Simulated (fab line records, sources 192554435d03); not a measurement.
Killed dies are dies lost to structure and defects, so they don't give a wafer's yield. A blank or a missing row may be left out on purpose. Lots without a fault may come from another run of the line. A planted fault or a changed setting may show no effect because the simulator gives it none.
A struck lot beside a sound one | flow n5_finfet | 41 steps out of a route of 1938
Sound: wafers L802.4, L802.5, L802.6. Struck: wafers L784.1, L784.3, L784.6. The cause comes at the end.
At each step with rows: each side's tool, then ch and its chambers, then its first start. Under that, the readings that differ: sound wafers | struck wafers | difference of the means | sigmas: that difference in standard deviations of wafers without a fault.
alike: readings whose means differ by less than 2 such deviations, and words and numbers that are the same on both sides. not compared: withheld readings, readings that some wafer has no value for, bounds like >300 that may hide the same value, and numbers for which the record gives no deviation and whose values overlap.
The two part at a step that has a row with sigmas, a row that says differs or no value, or rows on one side only. Numbers that don't overlap but have no deviation are shown without sigmas and don't part them. A reading that every wafer of one side lacks parts them only if that side has two wafers or more.

first, 9 steps without rows for these wafers: N5_BEOL_M4_ANNEAL_95 (time 240 s); N5_BEOL_M4_SPUTTER_96 (material Cu, target thk 4.5 nm, time 8.29 s); N5_BEOL_M4_ECD_50 (material Cu, target thk 300 nm); N5_BEOL_M4_ANNEAL_51 (time 90 s); N5_BEOL_M4_CMP_52 (polishes, stops on SiOC, t overpolish 6.8 s, target thk 40 nm); N5_BEOL_M4_PRE_CLEAN_60 (time 15 s); N5_BEOL_M4_CO_CAP_55 (material Co, precursor CCTBA/H2, target thk 2 nm, time 102.1 s); N5_BEOL_M4_PRE_CLEAN_56 (time 15 s); N5_BEOL_M4_DEP_57 (deposits SiCN from 3MS/NH3, target thk 8 nm, time 14 s).
N5_BEOL_M4_RC_MEAS_101:
  sound on prober-01 ch 0, day 14 15:46; struck on prober-02 ch 0, day 9 08:47
  alike: DIBL_N, DIBL_P, IOFF_N, IOFF_P, ION_N, ION_P, SS_N, SS_P, VT_N, VT_P
then, 24 steps without rows for these wafers: N5_BEOL_M5_ILD_DEP_00 (deposits SiCOH lowk from DEMS/porogen, target thk 140.64 nm, time 25.9 s); N5_BEOL_M5_CURE_79 (cures SiCOH lowk, time 240 s); N5_BEOL_M5_PECVD_70 (deposits SiO2 from TEOS/O2, target thk 16 nm, time 18 s); N5_BEOL_M5_HM_DEP_02 (deposits TiN, target thk 20 nm); N5_BEOL_M5_COAT_59 (time 60 s, resist thk 60 nm); N5_BEOL_M5_COAT_60 (time 60 s, resist thk 12 nm); N5_BEOL_M5_COAT_71 (time 60 s, resist thk 5 nm); N5_BEOL_M5_COAT_05 (resist thk 30 nm); N5_BEOL_M5_EBR_07; N5_BEOL_M5_SOFTBAKE_06 (time 60 s); N5_BEOL_M5_EXPOSE_08 (exposes mask M5, target cd 28 nm); N5_BEOL_M5_PEB_09 (peb time 60 s); N5_BEOL_M5_DEVELOP_10 (develop time 30 s); N5_BEOL_M5_DESCUM_16 (chemistry O2, time 7 s); N5_BEOL_M5_ETCH_72 (etches underlayer in N2/H2, target depth 6.5 nm, time 5.2 s); N5_BEOL_M5_ETCH_61 (etches SiARC in CF4, target depth 15.6 nm, time 26 s); N5_BEOL_M5_ETCH_62 (etches SOC in N2/H2, target depth 75 nm, overetch 15 nm, time 112.5 s); N5_BEOL_M5_STRIP_63 (strips in N2/H2); N5_BEOL_M5_STRIP_73 (strips in N2/H2); N5_BEOL_M5_STRIP_64 (strips in CF4); N5_BEOL_M5_HM_OPEN_17 (chemistry Cl2/BCl3, target TiN, target depth 20 nm, overetch 6 nm); N5_BEOL_M5_STRIP_19 (strips in O2); N5_BEOL_M5_COAT_65 (time 60 s, resist thk 60 nm); N5_BEOL_M5_COAT_66 (time 60 s, resist thk 12 nm).
N5_BEOL_M7_STRIP_67: strips in CF4.
  sound on rie_diel-04 ch 0,1,2, day 15 19:07; struck on rie_diel-02 ch 0,1, day 10 13:07
  no value came back on the struck wafers for any of 8 readings (bias_power_w (W), cf4_flow_sccm (sccm) and others); on the sound wafers bias_power_w (W) reads 74.73 75.03 75.17
  reading                                    | sound | struck         | difference | sigmas
  model.SiARC_of_BEOL_M7_COAT_60.thk_nm (nm) | 0 0 0 | 28.4 28.4 28.4 | +28.4      |
  not compared: rf_hours_counter_h
N5_BEOL_M7_STRIP_19: strips in O2.
  sound on rie_diel-04 ch 0,1,2, day 15 19:32; struck on rie_diel-06 ch 3, day 10 13:20
  reading                                  | sound          | struck         | difference | sigmas
  showerhead_plenum_p_Torr (Torr)          | 2.11 2.06 2.15 | 1.97 1.97 1.97 | -0.14      | -2
  model.SOC_of_BEOL_M7_COAT_59.thk_nm (nm) | 0 0 0          | 92 92.6 92.2   | +92        |
  alike: chamber_pressure_mTorr, drypump_motor_current_A, oes_product_au, rf_vpp_V, throttle_valve_pct
  not compared: rf_hours_counter_h
N5_BEOL_M7_ETCH_66: etches SOC in N2/H2, target depth 80 nm, overetch 16 nm, time 120 s.
  sound on rie_diel-02 ch 1,2, day 15 21:56; struck on rie_diel-06 ch 0,3, day 10 14:03
  reading                  | sound             | struck            | difference | sigmas
  oes_product_au (a.u.)    | 0.68 0.68 0.59    | 0.74 0.81 0.81    | +0.14      | +2
  throttle_valve_pct (%)   | 17.5 17.5 17.5    | 18.3 18.1 18.1    | +0.7       | +2
  model.etch.depth_nm (nm) | 60.26 60.22 60.13 | 98.22 93.12 93.44 | +34.72     |
  alike: chamber_pressure_mTorr, drypump_motor_current_A, rf_vpp_V, showerhead_plenum_p_Torr
  not compared: rf_hours_counter_h
N5_BEOL_M7_VIA_ETCH_34: etches SiCOH lowk in C4F6/O2, target depth 125.5 nm, time 50.5 s.
  sound on rie_diel-02 ch 1,2, day 15 22:02; struck on rie_diel-06 ch 0,3, day 10 14:12
  reading               | sound          | struck         | difference | sigmas
  oes_product_au (a.u.) | 0.91 0.89 0.78 | 0.27 0.31 0.30 | -0.57      | -7
  alike: chamber_pressure_mTorr, drypump_motor_current_A, rf_vpp_V, showerhead_plenum_p_Torr, throttle_valve_pct
  not compared: rf_hours_counter_h
N5_BEOL_M7_ETCH_41: etches SiCN in CH3F/O2, target depth 31.9 nm, time 57.8 s.
  sound on rie_diel-02 ch 1,2; struck on rie_diel-06 ch 0,3
  reading                                    | sound | struck         | difference | sigmas
  model.SiARC_of_BEOL_M7_COAT_60.thk_nm (nm) | 0 0 0 | 17.6 18.2 17.8 | +17.9      |
  alike: chamber_pressure_mTorr, drypump_motor_current_A, oes_product_au, rf_vpp_V, showerhead_plenum_p_Torr, throttle_valve_pct
  not compared: rf_hours_counter_h
N5_BEOL_M7_OCD_MEAS_38:
  sound on ocd-01, day 15 22:17; struck on ocd-02, day 10 14:34
  reading              | sound          | struck | difference                    | sigmas
  trench_depth_nm (nm) | 93.8 94.1 95.3 | - - -  | no value on the struck wafers |
-- the record jumps here: 4 days lie between the struck wafers' starts before and after (it left off in module BEOL_M7 and takes up again in module PASSIVATION, whose first step shown is number 1936 of the route) --
N5_PASSIVATION_PROBE_49:
  sound on prober-01, day 19 04:32; struck on prober-01, day 14 10:07
  reading                  | sound          | struck         | difference | sigmas
  defect_limited_yield (%) | 90.8 91.6 90.1 | 0 0 0          | -91        | -53
  killed_at_M4_up          | 17 21 18       | 1084 1108 1108 | +1081      | +99 or more
  killed_dies              | 108 99 117     | 1180 1180 1180 | +1072      | +51
  killed_on_rim            | 16 12 20       | 152 152 152    | +136       | +30
  sort_bin_5_function (%)  | 4.7 4.7 5.7    | 96.9 97.0 96.9 | +91.9      | +77
  sort_n_pass              | 1072 1081 1063 | 0 0 0          | -1072      | -51
  sort_yield_pct (%)       | 90.8 91.6 90.1 | 0 0 0          | -91        | -50
  alike: killed_at_M0_to_M3, killed_at_contacts, killed_at_front_end, killed_at_other, killed_open, killed_short, sort_bin_6_memory

WHERE THEY PART
First at N5_BEOL_M7_STRIP_67; last, within this record, at N5_PASSIVATION_PROBE_49.

WHY: what the simulator had put in
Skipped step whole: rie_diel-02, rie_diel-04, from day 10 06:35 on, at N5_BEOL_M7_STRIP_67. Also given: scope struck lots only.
